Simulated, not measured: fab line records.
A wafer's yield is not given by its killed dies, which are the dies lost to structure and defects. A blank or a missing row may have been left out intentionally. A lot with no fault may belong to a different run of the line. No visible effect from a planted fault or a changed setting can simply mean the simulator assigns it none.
Which tool is to blame? + flow nand harc + 11 lots, 33 wafers sampled, at 5 steps of a route of 1302

WHAT EACH GAUGE READ, for each wafer
NHARC_END_SORT_01. Usual: killed at array 56, standard deviation 18; killed at other 1.4, standard deviation 1.5; killed at periphery 4, standard deviation 3.1; killed dies 61, standard deviation 19; killed open 3.5, standard deviation 1.8; killed short 2.4, standard deviation 1.4.
| lot  | measured     | on        | killed at array | killed at other | killed at periphery | killed dies | killed open | killed short | flag |
|------|--------------|-----------|-----------------|-----------------|---------------------|-------------|-------------|--------------|------|
| L417 | day 30 13:32 | prober-01 | 75 72 80        | 0 0 0           | 5 4 3               | 80 76 83    | 3 2 3       | 2 5 4        |      |

TOOL THAT RAN EACH LOT (tool first, then ch and the chambers of the sampled wafers, then the start)
| lot  | NHARC_A_STAIRCASE_TRIM_229         | NHARC_A_STAIRCASE_TRIM_233                    | NHARC_A_STAIRCASE_EXPOSE_265      | NHARC_A_STAIRCASE_HM_OPEN_457               |
|------|------------------------------------|-----------------------------------------------|-----------------------------------|---------------------------------------------|
| L405 | rie diel-11 ch 0,3, day 16 00:10   | rie diel-11 ch 0,2, day 16 06:56 or earlier   | krf scanner-04 ch 0, day 16 06:56 | rie diel-11 ch 0,2,3, no start              |
| L407 | rie diel-11 ch 2,3, day 17 07:47   | rie diel-11 ch 0,2,3, day 17 14:11 or earlier | krf scanner-04 ch 0, day 17 14:11 | rie diel-13 ch 0,1,2, no start              |
| L409 | rie diel-13 ch 0,2,3, day 17 17:58 | rie diel-13 ch 0,1,3, day 18 02:20 or earlier | krf scanner-03 ch 0, day 18 02:20 | rie diel-03 ch 0,1,3, no start              |
| L417 | rie diel-13 ch 1,2, day 21 04:41   | rie diel-13 ch 1,2, day 21 17:27 or earlier   | krf scanner-03 ch 0, day 21 17:27 | rie diel-03 ch 2,3, day 30 13:32 or earlier |
| L418 | rie diel-13 ch 0,2, day 21 12:13   | rie diel-13 ch 0,1,2, day 21 20:28 or earlier | krf scanner-04 ch 0, day 21 20:28 | rie diel-11 ch 1,2,3, no start              |
| L420 | rie diel-03 ch 0,2,3, day 22 19:45 | rie diel-03 ch 1,2,3, day 23 03:55 or earlier | krf scanner-04 ch 0, day 23 03:55 | rie diel-13 ch 0,2,3, no start              |
| L423 | rie diel-03 ch 0,2,3, day 23 10:54 | rie diel-03 ch 1,3, day 23 16:50 or earlier   | krf scanner-03 ch 0, day 23 16:50 | rie diel-13 ch 1,2,3, no start              |
| L424 | rie diel-03 ch 0,2,3, day 24 06:57 | rie diel-03 ch 2,3, day 24 15:53 or earlier   | krf scanner-01 ch 0, day 24 15:53 | rie diel-03 ch 0,3, no start                |
| L426 | rie diel-13 ch 0,2,3, day 24 15:40 | rie diel-13 ch 0,2,3, day 24 23:24 or earlier | krf scanner-03 ch 0, day 24 23:24 | rie diel-13 ch 1,3, no start                |
| L427 | rie diel-13 ch 1,2,3, day 25 10:31 | rie diel-13 ch 0,1,2, day 25 17:26 or earlier | krf scanner-01 ch 0, day 25 17:26 | rie diel-11 ch 0,1, no start                |
| L428 | rie diel-11 ch 0,2,3, day 25 15:31 | rie diel-11 ch 2,3, day 25 22:00 or earlier   | krf scanner-03 ch 0, day 25 22:00 | rie diel-11 ch 1,2,3, no start              |
- NHARC_A_STAIRCASE_TRIM_229: chemistry O2, time 211.2 s.
- NHARC_A_STAIRCASE_TRIM_233: chemistry O2, time 211.2 s.
- NHARC_A_STAIRCASE_EXPOSE_265: exposes mask CHOP 200.
- NHARC_A_STAIRCASE_HM_OPEN_457: chemistry O2/COS.

WHAT THE TOOLS THEMSELVES READ (means of the sampled wafers that have a number; where no wafer has one, the mark that the record gives instead)
NHARC_A_STAIRCASE_TRIM_229. Usual: drypump motor current A 5.6 A, standard deviation 0.38; oes product au 0.997 a.u., standard deviation 0.0086; rf vpp V 57.7 V, standard deviation 0.87; showerhead plenum p Torr 3.48 Torr, standard deviation 0.12; throttle valve pct 17.035 %, standard deviation 0.0099.
| lot  | tool        | drypump motor current A (A) | oes product au (a.u.) | rf vpp V (V) | showerhead plenum p Torr (Torr) | throttle valve pct (%) | flag |
|------|-------------|-----------------------------|-----------------------|--------------|---------------------------------|------------------------|------|
| L405 | rie diel-11 | 5.8                         | 0.995                 | 57.4         | 3.32                            | 17.035                 |      |
| L407 | rie diel-11 | 5.5                         | 0.992                 | 58.5         | 3.41                            | 17.029                 |      |
| L409 | rie diel-13 | 5.3                         | 1.001                 | 57.9         | 3.57                            | 17.045                 |      |
| L417 | rie diel-13 | 5.4                         | 0.997                 | 57.4         | 3.55                            | 17.035                 |      |
| L418 | rie diel-13 | 5.3                         | 1.008                 | 57.5         | 3.56                            | 17.046                 |      |
| L420 | rie diel-03 | 5.9                         | 0.993                 | 57.3         | 3.43                            | 17.045                 |      |
| L423 | rie diel-03 | 5.9                         | 1.000                 | 58.0         | 3.42                            | 17.031                 |      |
| L424 | rie diel-03 | 5.9                         | 0.995                 | 57.2         | 3.42                            | 17.034                 |      |
| L426 | rie diel-13 | 5.3                         | 0.989                 | 57.8         | 3.55                            | 17.030                 |      |
| L427 | rie diel-13 | 5.5                         | 0.997                 | 57.5         | 3.51                            | 17.043                 |      |
| L428 | rie diel-11 | 5.8                         | 0.995                 | 58.3         | 3.52                            | 17.046                 |      |

NHARC_A_STAIRCASE_TRIM_233. Usual: drypump motor current A 5.6 A, standard deviation 0.38; oes product au 0.997 a.u., standard deviation 0.0099; rf vpp V 57.9 V, standard deviation 0.87; showerhead plenum p Torr 3.49 Torr, standard deviation 0.13; throttle valve pct 17.036 %, standard deviation 0.0091.
| lot  | tool        | drypump motor current A (A) | oes product au (a.u.) | rf vpp V (V) | showerhead plenum p Torr (Torr) | throttle valve pct (%) | flag |
|------|-------------|-----------------------------|-----------------------|--------------|---------------------------------|------------------------|------|
| L405 | rie diel-11 | 6.1                         | 0.998                 | 58.1         | 3.41                            | 17.044                 |      |
| L407 | rie diel-11 | 5.8                         | 0.998                 | 57.7         | 3.37                            | 17.037                 |      |
| L409 | rie diel-13 | 5.6                         | 0.998                 | 58.5         | 3.51                            | 17.032                 |      |
| L417 | rie diel-13 | 5.6                         | 1.001                 | 58.2         | 3.49                            | 17.034                 |      |
| L418 | rie diel-13 | 5.5                         | 1.001                 | 58.4         | 3.53                            | 17.047                 |      |
| L420 | rie diel-03 | 5.6                         | 1.001                 | 57.6         | 3.42                            | 17.035                 |      |
| L423 | rie diel-03 | 5.6                         | 1.002                 | 57.8         | 3.33                            | 17.033                 |      |
| L424 | rie diel-03 | 5.9                         | 0.991                 | 58.7         | 3.48                            | 17.041                 |      |
| L426 | rie diel-13 | 5.3                         | 1.001                 | 57.3         | 3.55                            | 17.034                 |      |
| L427 | rie diel-13 | 5.4                         | 0.993                 | 57.3         | 3.51                            | 17.036                 |      |
| L428 | rie diel-11 | 5.5                         | 1.001                 | 57.4         | 3.38                            | 17.030                 |      |

NHARC_A_STAIRCASE_EXPOSE_265. Usual: exposure dose mJ cm2 reads 25.014 (standard deviation 0.025).
| lot  | tool           | exposure dose mJ cm2 | flag |
|------|----------------|----------------------|------|
| L405 | krf scanner-04 | 25.049               |      |
| L407 | krf scanner-04 | 25.025               |      |
| L409 | krf scanner-03 | 24.980               |      |
| L417 | krf scanner-03 | 25.030               |      |
| L418 | krf scanner-04 | 32.717               | OFF  |
| L420 | krf scanner-04 | 32.694               | OFF  |
| L423 | krf scanner-03 | 25.023               |      |
| L424 | krf scanner-01 | 25.019               |      |
| L426 | krf scanner-03 | 24.994               |      |
| L427 | krf scanner-01 | 24.977               |      |
| L428 | krf scanner-03 | 25.056               |      |

NHARC_A_STAIRCASE_HM_OPEN_457. Usual: drypump motor current A 5.7 A, standard deviation 0.36; oes product au 0.998 a.u., standard deviation 0.009; rf vpp V 466.3 V, standard deviation 2.7; showerhead plenum p Torr 3.08 Torr, standard deviation 0.12; throttle valve pct 28.330 %, standard deviation 0.0091.
| lot  | tool        | drypump motor current A (A) | oes product au (a.u.) | rf vpp V (V) | showerhead plenum p Torr (Torr) | throttle valve pct (%) | flag |
|------|-------------|-----------------------------|-----------------------|--------------|---------------------------------|------------------------|------|
| L405 | rie diel-11 | 5.8                         | 0.983                 | 463.7        | 2.99                            | 28.335                 |      |
| L407 | rie diel-13 | 5.4                         | 0.996                 | 467.5        | 3.14                            | 28.326                 |      |
| L409 | rie diel-03 | 5.6                         | 1.001                 | 464.0        | 2.98                            | 28.328                 |      |
| L417 | rie diel-03 | 5.9                         | 1.000                 | 465.6        | 3.09                            | 28.321                 |      |
| L418 | rie diel-11 | 5.6                         | 0.990                 | 466.3        | 3.10                            | 28.334                 |      |
| L420 | rie diel-13 | 5.4                         | 1.007                 | 468.4        | 3.15                            | 28.330                 |      |
| L423 | rie diel-13 | 5.5                         | 1.006                 | 467.0        | 3.12                            | 28.329                 |      |
| L424 | rie diel-03 | 5.9                         | 0.996                 | 463.2        | 2.95                            | 28.331                 |      |
| L426 | rie diel-13 | 5.6                         | 0.990                 | 466.9        | 3.09                            | 28.326                 |      |
| L427 | rie diel-11 | 5.7                         | 0.988                 | 470.9        | 3.29                            | 28.329                 |      |
| L428 | rie diel-11 | 5.6                         | 1.000                 | 465.9        | 3.09                            | 28.328                 |      |

THE ANSWER, worked out from the rows above alone
Rule: lot off if the mean of its wafers having a number is beyond 3 standard deviations from the usual mean. Also off: a lot with no number at a reading for which 4 or more lots have one. Where the step has rows for the other lots, those lots are counted as sound. Order of review: gauges by route order, followed by the tools' own readings, for which a lot's mean as printed above is used. At the first step where some lot is off, the reading lying furthest off is the one used; lots without a number count as furthest.
Off, at NHARC_A_STAIRCASE_EXPOSE_265 on exposure dose mJ cm2: L418, L420.
A tool fits if, at that step or a process step before it, it ran every lot that is off, and no sound lot after the first of them. Because NHARC_A_STAIRCASE_TRIM_233 lacks a start for some lots, the hours and order of its lots are taken from NHARC_A_STAIRCASE_EXPOSE_265. One candidate fits, namely krf scanner-04 at NHARC_A_STAIRCASE_EXPOSE_265. Its last sound lot is L407 (day 17 14:11), its first lot that is off L418 (day 21 20:28): a fault that began between those two fits.
The tool's own readings at NHARC_A_STAIRCASE_EXPOSE_265 bear it out: on the lots that are off they differ by more than 5 times the standard deviation of the sound lots' means. exposure dose mJ cm2 reads 32.706 there against 25.017 on the sound lots.

WHAT THE SIMULATOR PUT IN
Process parameters drifting: krf scanner-04 at NHARC_A_STAIRCASE_EXPOSE_265, beginning at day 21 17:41. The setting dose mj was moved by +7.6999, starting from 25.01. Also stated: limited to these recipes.
Shown lots that were struck: L418, L420. This agrees with what the rule above found.
